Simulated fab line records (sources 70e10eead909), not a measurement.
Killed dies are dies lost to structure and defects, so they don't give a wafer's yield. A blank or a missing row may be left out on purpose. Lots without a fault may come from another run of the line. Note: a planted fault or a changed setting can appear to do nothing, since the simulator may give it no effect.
Which tool is to blame? :: flow nandHarc :: 72 wafers from 24 lots sampled at 4 of the route's 1159 steps

## WHAT THE GAUGES SHOWED, per wafer
NHARC_A_BLC_OVL_MEAS_11. Usual: overlayXNm 0.2 nm, standard deviation 0.73; overlayYNm 0.1 nm, standard deviation 0.89.
lot: L075
measured: day 17 15:37
on: overlay-02
overlayXNm (nm): -0.5 -0.1 -0.1
overlayYNm (nm): 0.1 -0.2 0.0
flag: 

lot: L076
measured: day 17 15:59
on: overlay-02
overlayXNm (nm): 0.4 0.4 0.6
overlayYNm (nm): -0.7 -1.6 -1.4
flag: 

lot: L078
measured: day 17 17:13
on: overlay-02
overlayXNm (nm): -0.9 -0.5 -0.1
overlayYNm (nm): 0.5 0.7 0.2
flag: 

lot: L074
measured: day 17 19:23
on: overlay-02
overlayXNm (nm): -0.5 -1.0 -0.4
overlayYNm (nm): 1.6 1.2 1.5
flag: 

lot: L079
measured: day 18 11:23
on: overlay-02
overlayXNm (nm): 1.0 1.0 1.0
overlayYNm (nm): -0.6 0.0 -0.5
flag: 

lot: L077
measured: day 18 14:56
on: overlay-02
overlayXNm (nm): -0.7 -0.8 -1.0
overlayYNm (nm): -0.2 -0.1 -0.5
flag: 

lot: L080
measured: day 19 01:26
on: overlay-02
overlayXNm (nm): 0.2 0.8 0.4
overlayYNm (nm): 0.3 0.3 0.7
flag: 

lot: L081
measured: day 19 05:20
on: overlay-02
overlayXNm (nm): -0.4 -0.8 -0.4
overlayYNm (nm): 1.5 2.0 1.3
flag: 

lot: L082
measured: day 19 13:56
on: overlay-02
overlayXNm (nm): 1.2 0.9 1.0
overlayYNm (nm): 0.9 -0.5 0.2
flag: 

lot: L084
measured: day 19 14:39
on: overlay-01
overlayXNm (nm): 0.4 0.4 0.8
overlayYNm (nm): 0.2 0.7 1.0
flag: 

lot: L083
measured: day 19 14:48
on: overlay-02
overlayXNm (nm): 0.3 0.4 0.5
overlayYNm (nm): -1.1 -1.0 -1.0
flag: 

lot: L085
measured: day 20 03:11
on: overlay-01
overlayXNm (nm): 0.1 0.2 1.0
overlayYNm (nm): 1.3 1.2 1.0
flag: 

lot: L086
measured: day 20 06:17
on: overlay-02
overlayXNm (nm): 1.2 1.2 0.9
overlayYNm (nm): -0.3 0.1 0.5
flag: 

lot: L087
measured: day 20 09:17
on: overlay-01
overlayXNm (nm): -0.8 -0.7 -0.5
overlayYNm (nm): 0.0 0.1 -0.3
flag: 

lot: L089
measured: day 20 12:59
on: overlay-01
overlayXNm (nm): 1.5 1.6 1.7
overlayYNm (nm): 1.5 1.8 1.9
flag: 

lot: L088
measured: day 20 14:53
on: overlay-02
overlayXNm (nm): -0.1 -0.2 -1.2
overlayYNm (nm): 0.8 1.2 0.7
flag: 

lot: L091
measured: day 21 08:54
on: overlay-01
overlayXNm (nm): 0.4 0.6 0.5
overlayYNm (nm): 0.1 0.5 0.4
flag: 

lot: L090
measured: day 21 13:15
on: overlay-02
overlayXNm (nm): 1.1 0.4 0.6
overlayYNm (nm): -0.4 -0.3 -0.6
flag: 

lot: L092
measured: day 21 13:54
on: overlay-02
overlayXNm (nm): -0.3 -0.5 -0.4
overlayYNm (nm): -1.1 -0.6 -0.3
flag: 

lot: L095
measured: day 21 23:55
on: overlay-02
overlayXNm (nm): -1.4 -0.5 -0.3
overlayYNm (nm): 0.3 0.0 -0.2
flag: 

lot: L093
measured: day 22 00:13
on: overlay-01
overlayXNm (nm): -0.4 0.6 0.1
overlayYNm (nm): -0.5 -1.0 -0.7
flag: 

lot: L094
measured: day 22 09:02
on: overlay-02
overlayXNm (nm): 0.9 1.0 0.9
overlayYNm (nm): -1.2 -0.5 -0.8
flag: 

lot: L096
measured: day 22 19:14
on: overlay-01
overlayXNm (nm): -0.4 -0.6 -0.1
overlayYNm (nm): -2.1 -1.7 -1.9
flag: 

lot: L097
measured: day 22 20:01
on: overlay-01
overlayXNm (nm): 0.9 0.9 0.5
overlayYNm (nm): 0.0 -0.4 -0.3
flag: 

NHARC_A_M1_INSPECT_27. Usual: rawDefectCount reads 442 (standard deviation 110).
lot: L075
measured: day 18 03:19
on: defectInspect-02
rawDefectCount: 350 381 422
flag: 

lot: L076
measured: day 18 03:35
on: defectInspect-02
rawDefectCount: 430 476 406
flag: 

lot: L078
measured: day 18 04:20
on: defectInspect-02
rawDefectCount: 519 508 688
flag: 

lot: L074
measured: day 18 06:14
on: defectInspect-02
rawDefectCount: 355 327 347
flag: 

lot: L079
measured: day 18 22:29
on: defectInspect-02
rawDefectCount: 401 357 611
flag: 

lot: L077
measured: day 19 02:05
on: defectInspect-02
rawDefectCount: 458 327 578
flag: 

lot: L080
measured: day 19 13:25
on: defectInspect-01
rawDefectCount: 506 462 480
flag: 

lot: L081
measured: day 19 21:05
on: defectInspect-02
rawDefectCount: 567 472 483
flag: 

lot: L082
measured: day 20 01:05
on: defectInspect-02
rawDefectCount: 793 409 748
flag: 

lot: L084
measured: day 20 02:29
on: defectInspect-01
rawDefectCount: 403 423 384
flag: 

lot: L083
measured: day 20 02:53
on: defectInspect-01
rawDefectCount: 407 342 386
flag: 

lot: L085
measured: day 20 15:13
on: defectInspect-02
rawDefectCount: 568 539 309
flag: 

lot: L086
measured: day 20 17:19
on: defectInspect-01
rawDefectCount: 391 452 391
flag: 

lot: L087
measured: day 20 20:20
on: defectInspect-02
rawDefectCount: 319 483 426
flag: 

lot: L089
measured: day 21 03:35
on: defectInspect-02
rawDefectCount: 405 431 494
flag: 

lot: L088
measured: day 21 06:27
on: defectInspect-01
rawDefectCount: 269 283 303
flag: 

lot: L091
measured: day 21 21:30
on: defectInspect-01
rawDefectCount: 601 545 465
flag: 

lot: L090
measured: day 22 00:41
on: defectInspect-01
rawDefectCount: 341 447 529
flag: 

lot: L092
measured: day 22 01:05
on: defectInspect-01
rawDefectCount: 399 319 385
flag: 

lot: L095
measured: day 22 13:11
on: defectInspect-02
rawDefectCount: 620 902 742
flag: 

lot: L093
measured: day 22 14:37
on: defectInspect-01
rawDefectCount: 387 498 427
flag: 

lot: L094
measured: day 22 20:59
on: defectInspect-02
rawDefectCount: 521 565 621
flag: 

lot: L096
measured: day 23 06:43
on: defectInspect-01
rawDefectCount: 357 537 387
flag: 

lot: L097
measured: day 23 07:10
on: defectInspect-01
rawDefectCount: 457 334 335
flag: 

## WHICH TOOL RAN EACH LOT (tool, then ch and the chambers of the sampled wafers, then the start)
lot: L075
NHARC_A_M0_PVD_20: pvdSputter-01, day 18 03:19 or earlier
NHARC_A_M1_ETCH_28: rieDiel-02 ch 0,2,3, day 18 03:19 or earlier

lot: L076
NHARC_A_M0_PVD_20: pvdSputter-02, day 18 03:35 or earlier
NHARC_A_M1_ETCH_28: rieDiel-03 ch 2,3, day 18 03:35 or earlier

lot: L078
NHARC_A_M0_PVD_20: pvdSputter-02, day 18 04:20 or earlier
NHARC_A_M1_ETCH_28: rieDiel-08 ch 2,3, day 18 04:20 or earlier

lot: L074
NHARC_A_M0_PVD_20: pvdSputter-01, day 18 06:14 or earlier
NHARC_A_M1_ETCH_28: rieDiel-08 ch 1,3, day 18 06:14 or earlier

lot: L079
NHARC_A_M0_PVD_20: pvdSputter-01, day 18 22:29 or earlier
NHARC_A_M1_ETCH_28: rieDiel-02 ch 1,2, day 18 22:29 or earlier

lot: L077
NHARC_A_M0_PVD_20: pvdSputter-01, day 19 02:05 or earlier
NHARC_A_M1_ETCH_28: rieDiel-08 ch 0,1, day 19 02:05 or earlier

lot: L080
NHARC_A_M0_PVD_20: pvdSputter-01, day 19 13:25 or earlier
NHARC_A_M1_ETCH_28: rieDiel-03 ch 2,3, day 19 13:25 or earlier

lot: L081
NHARC_A_M0_PVD_20: pvdSputter-03, day 19 21:05 or earlier
NHARC_A_M1_ETCH_28: rieDiel-08 ch 0,1,3, day 19 21:05 or earlier

lot: L082
NHARC_A_M0_PVD_20: pvdSputter-01, day 20 01:05 or earlier
NHARC_A_M1_ETCH_28: rieDiel-08 ch 1,2, day 20 01:05 or earlier

lot: L084
NHARC_A_M0_PVD_20: pvdSputter-01, day 20 02:29 or earlier
NHARC_A_M1_ETCH_28: rieDiel-08 ch 0,1,3, day 20 02:29 or earlier

lot: L083
NHARC_A_M0_PVD_20: pvdSputter-03, day 20 02:53 or earlier
NHARC_A_M1_ETCH_28: rieDiel-02 ch 0,1, day 20 02:53 or earlier

lot: L085
NHARC_A_M0_PVD_20: pvdSputter-02, day 20 15:13 or earlier
NHARC_A_M1_ETCH_28: rieDiel-02 ch 0,1,2, day 20 15:13 or earlier

lot: L086
NHARC_A_M0_PVD_20: pvdSputter-01, day 20 17:19 or earlier
NHARC_A_M1_ETCH_28: rieDiel-08 ch 1,2,3, day 20 17:19 or earlier

lot: L087
NHARC_A_M0_PVD_20: pvdSputter-02, day 20 20:20 or earlier
NHARC_A_M1_ETCH_28: rieDiel-08 ch 0,2,3, day 20 20:20 or earlier

lot: L089
NHARC_A_M0_PVD_20: pvdSputter-01, day 21 03:35 or earlier
NHARC_A_M1_ETCH_28: rieDiel-03 ch 0,1,2, day 21 03:35 or earlier

lot: L088
NHARC_A_M0_PVD_20: pvdSputter-03, day 21 06:27 or earlier
NHARC_A_M1_ETCH_28: rieDiel-02 ch 0,1,2, day 21 06:27 or earlier

lot: L091
NHARC_A_M0_PVD_20: pvdSputter-02, day 21 21:30 or earlier
NHARC_A_M1_ETCH_28: rieDiel-08 ch 0,2,3, day 21 21:30 or earlier

lot: L090
NHARC_A_M0_PVD_20: pvdSputter-01, day 22 00:41 or earlier
NHARC_A_M1_ETCH_28: rieDiel-08 ch 1,2,3, day 22 00:41 or earlier

lot: L092
NHARC_A_M0_PVD_20: pvdSputter-02, day 22 01:05 or earlier
NHARC_A_M1_ETCH_28: rieDiel-02 ch 1,3, day 22 01:05 or earlier

lot: L095
NHARC_A_M0_PVD_20: pvdSputter-01, day 22 13:11 or earlier
NHARC_A_M1_ETCH_28: rieDiel-08 ch 1,2, day 22 13:11 or earlier

lot: L093
NHARC_A_M0_PVD_20: pvdSputter-01, day 22 14:37 or earlier
NHARC_A_M1_ETCH_28: rieDiel-02 ch 1,2, day 22 14:37 or earlier

lot: L094
NHARC_A_M0_PVD_20: pvdSputter-02, day 22 20:59 or earlier
NHARC_A_M1_ETCH_28: rieDiel-02 ch 0,3, day 22 20:59 or earlier

lot: L096
NHARC_A_M0_PVD_20: pvdSputter-01, day 23 06:43 or earlier
NHARC_A_M1_ETCH_28: rieDiel-03 ch 0,1,2, day 23 06:43 or earlier

lot: L097
NHARC_A_M0_PVD_20: pvdSputter-03, day 23 07:10 or earlier
NHARC_A_M1_ETCH_28: rieDiel-08 ch 1,2,3, day 23 07:10 or earlier
- NHARC_A_M0_PVD_20: deposits TaN, target thk 5 nm, time 8.06 s.
- NHARC_A_M1_ETCH_28: etches the open film in CF4/N2, target depth 30 nm, time 72.99 s.

## WHAT THE TOOLS THEMSELVES READ (means of the sampled wafers that have a number; where no wafer has one, the mark that the record gives instead)
NHARC_A_M0_PVD_20. Usual: throttleValvePct reads 30.0 % (standard deviation 1.3).
lot: L075
tool: pvdSputter-01
throttleValvePct (%): 30.2
flag: 

lot: L076
tool: pvdSputter-02
throttleValvePct (%): 30.0
flag: 

lot: L078
tool: pvdSputter-02
throttleValvePct (%): 29.5
flag: 

lot: L074
tool: pvdSputter-01
throttleValvePct (%): 29.3
flag: 

lot: L079
tool: pvdSputter-01
throttleValvePct (%): 29.4
flag: 

lot: L077
tool: pvdSputter-01
throttleValvePct (%): 29.7
flag: 

lot: L080
tool: pvdSputter-01
throttleValvePct (%): 30.1
flag: 

lot: L081
tool: pvdSputter-03
throttleValvePct (%): 30.0
flag: 

lot: L082
tool: pvdSputter-01
throttleValvePct (%): 30.3
flag: 

lot: L084
tool: pvdSputter-01
throttleValvePct (%): 29.5
flag: 

lot: L083
tool: pvdSputter-03
throttleValvePct (%): 30.1
flag: 

lot: L085
tool: pvdSputter-02
throttleValvePct (%): 29.5
flag: 

lot: L086
tool: pvdSputter-01
throttleValvePct (%): 28.7
flag: 

lot: L087
tool: pvdSputter-02
throttleValvePct (%): 30.3
flag: 

lot: L089
tool: pvdSputter-01
throttleValvePct (%): 29.4
flag: 

lot: L088
tool: pvdSputter-03
throttleValvePct (%): 31.5
flag: 

lot: L091
tool: pvdSputter-02
throttleValvePct (%): 30.3
flag: 

lot: L090
tool: pvdSputter-01
throttleValvePct (%): 30.3
flag: 

lot: L092
tool: pvdSputter-02
throttleValvePct (%): 30.4
flag: 

lot: L095
tool: pvdSputter-01
throttleValvePct (%): 29.3
flag: 

lot: L093
tool: pvdSputter-01
throttleValvePct (%): 30.3
flag: 

lot: L094
tool: pvdSputter-02
throttleValvePct (%): 30.3
flag: 

lot: L096
tool: pvdSputter-01
throttleValvePct (%): 30.1
flag: 

lot: L097
tool: pvdSputter-03
throttleValvePct (%): 29.2
flag: 

NHARC_A_M1_ETCH_28. Usual: drypumpMotorCurrentA 5.7 A, standard deviation 0.31; oesProductAu 1.000 a.u., standard deviation 0.009; rfVppV 314.3 V, standard deviation 2.2; showerheadPlenumPTorr 2.64 Torr, standard deviation 0.12; throttleValvePct 19.794 %, standard deviation 0.0089.
lot: L075
tool: rieDiel-02
drypumpMotorCurrentA (A): 5.6
oesProductAu (a.u.): 0.998
rfVppV (V): 315.0
showerheadPlenumPTorr (Torr): 2.66
throttleValvePct (%): 19.794
flag: 

lot: L076
tool: rieDiel-03
drypumpMotorCurrentA (A): 5.8
oesProductAu (a.u.): 0.996
rfVppV (V): 312.7
showerheadPlenumPTorr (Torr): 2.61
throttleValvePct (%): 19.790
flag: 

lot: L078
tool: rieDiel-08
drypumpMotorCurrentA (A): 5.7
oesProductAu (a.u.): 1.014
rfVppV (V): 314.7
showerheadPlenumPTorr (Torr): 2.69
throttleValvePct (%): 19.794
flag: 

lot: L074
tool: rieDiel-08
drypumpMotorCurrentA (A): 5.7
oesProductAu (a.u.): 1.004
rfVppV (V): 311.6
showerheadPlenumPTorr (Torr): 2.54
throttleValvePct (%): 19.794
flag: 

lot: L079
tool: rieDiel-02
drypumpMotorCurrentA (A): 5.5
oesProductAu (a.u.): 1.002
rfVppV (V): 316.9
showerheadPlenumPTorr (Torr): 2.73
throttleValvePct (%): 19.778
flag: 

lot: L077
tool: rieDiel-08
drypumpMotorCurrentA (A): 5.6
oesProductAu (a.u.): 0.999
rfVppV (V): 314.2
showerheadPlenumPTorr (Torr): 2.63
throttleValvePct (%): 19.795
flag: 

lot: L080
tool: rieDiel-03
drypumpMotorCurrentA (A): 5.8
oesProductAu (a.u.): 1.000
rfVppV (V): 314.2
showerheadPlenumPTorr (Torr): 2.61
throttleValvePct (%): 19.790
flag: 

lot: L081
tool: rieDiel-08
drypumpMotorCurrentA (A): 5.6
oesProductAu (a.u.): 0.994
rfVppV (V): 313.7
showerheadPlenumPTorr (Torr): 2.55
throttleValvePct (%): 19.803
flag: 

lot: L082
tool: rieDiel-08
drypumpMotorCurrentA (A): 5.6
oesProductAu (a.u.): 1.001
rfVppV (V): 315.7
showerheadPlenumPTorr (Torr): 2.72
throttleValvePct (%): 19.789
flag: 

lot: L084
tool: rieDiel-08
drypumpMotorCurrentA (A): 5.6
oesProductAu (a.u.): 0.997
rfVppV (V): 312.7
showerheadPlenumPTorr (Torr): 2.55
throttleValvePct (%): 19.793
flag: 

lot: L083
tool: rieDiel-02
drypumpMotorCurrentA (A): 6.0
oesProductAu (a.u.): 1.014
rfVppV (V): 312.9
showerheadPlenumPTorr (Torr): 2.57
throttleValvePct (%): 19.783
flag: 

lot: L085
tool: rieDiel-02
drypumpMotorCurrentA (A): 5.8
oesProductAu (a.u.): 1.008
rfVppV (V): 314.1
showerheadPlenumPTorr (Torr): 2.65
throttleValvePct (%): 19.790
flag: 

lot: L086
tool: rieDiel-08
drypumpMotorCurrentA (A): 5.7
oesProductAu (a.u.): 1.003
rfVppV (V): 314.9
showerheadPlenumPTorr (Torr): 2.65
throttleValvePct (%): 19.788
flag: 

lot: L087
tool: rieDiel-08
drypumpMotorCurrentA (A): 5.6
oesProductAu (a.u.): 1.001
rfVppV (V): 313.4
showerheadPlenumPTorr (Torr): 2.59
throttleValvePct (%): 19.795
flag: 

lot: L089
tool: rieDiel-03
drypumpMotorCurrentA (A): 6.0
oesProductAu (a.u.): 1.003
rfVppV (V): 313.3
showerheadPlenumPTorr (Torr): 2.61
throttleValvePct (%): 19.796
flag: 

lot: L088
tool: rieDiel-02
drypumpMotorCurrentA (A): 5.8
oesProductAu (a.u.): 1.002
rfVppV (V): 314.2
showerheadPlenumPTorr (Torr): 2.65
throttleValvePct (%): 19.802
flag: 

lot: L091
tool: rieDiel-08
drypumpMotorCurrentA (A): 5.6
oesProductAu (a.u.): 0.996
rfVppV (V): 313.5
showerheadPlenumPTorr (Torr): 2.59
throttleValvePct (%): 19.801
flag: 

lot: L090
tool: rieDiel-08
drypumpMotorCurrentA (A): 5.6
oesProductAu (a.u.): 0.997
rfVppV (V): 313.6
showerheadPlenumPTorr (Torr): 2.65
throttleValvePct (%): 19.796
flag: 

lot: L092
tool: rieDiel-02
drypumpMotorCurrentA (A): 6.1
oesProductAu (a.u.): 1.004
rfVppV (V): 314.2
showerheadPlenumPTorr (Torr): 2.63
throttleValvePct (%): 19.794
flag: 

lot: L095
tool: rieDiel-08
drypumpMotorCurrentA (A): 5.6
oesProductAu (a.u.): 0.992
rfVppV (V): 315.7
showerheadPlenumPTorr (Torr): 2.76
throttleValvePct (%): 19.793
flag: 

lot: L093
tool: rieDiel-02
drypumpMotorCurrentA (A): 5.6
oesProductAu (a.u.): 0.994
rfVppV (V): 315.7
showerheadPlenumPTorr (Torr): 2.73
throttleValvePct (%): 19.801
flag: 

lot: L094
tool: rieDiel-02
drypumpMotorCurrentA (A): 5.9
oesProductAu (a.u.): 0.990
rfVppV (V): 314.4
showerheadPlenumPTorr (Torr): 2.61
throttleValvePct (%): 19.795
flag: 

lot: L096
tool: rieDiel-03
drypumpMotorCurrentA (A): 6.0
oesProductAu (a.u.): 0.993
rfVppV (V): 313.8
showerheadPlenumPTorr (Torr): 2.61
throttleValvePct (%): 19.806
flag: 

lot: L097
tool: rieDiel-08
drypumpMotorCurrentA (A): 5.7
oesProductAu (a.u.): 1.003
rfVppV (V): 315.0
showerheadPlenumPTorr (Torr): 2.65
throttleValvePct (%): 19.800
flag: 

## THE ANSWER, worked out from the rows above alone
Rule: take the mean of a lot's wafers that have a number; if it is more than 3 standard deviations from the usual mean, the lot is off. Also off: a lot with no number at a reading for which 4 or more lots have one. The other lots that the step has rows for count as sound. First the gauges in route order, then the tools' own readings, where a lot's mean is used as printed above. The first step at which some lot is off is used, and at that step the reading that is off furthest; a lot without a number counts as furthest.
No lot is off on any of the readings shown, so nothing can be concluded from this.

## WHAT THE SIMULATOR HAD PUT IN
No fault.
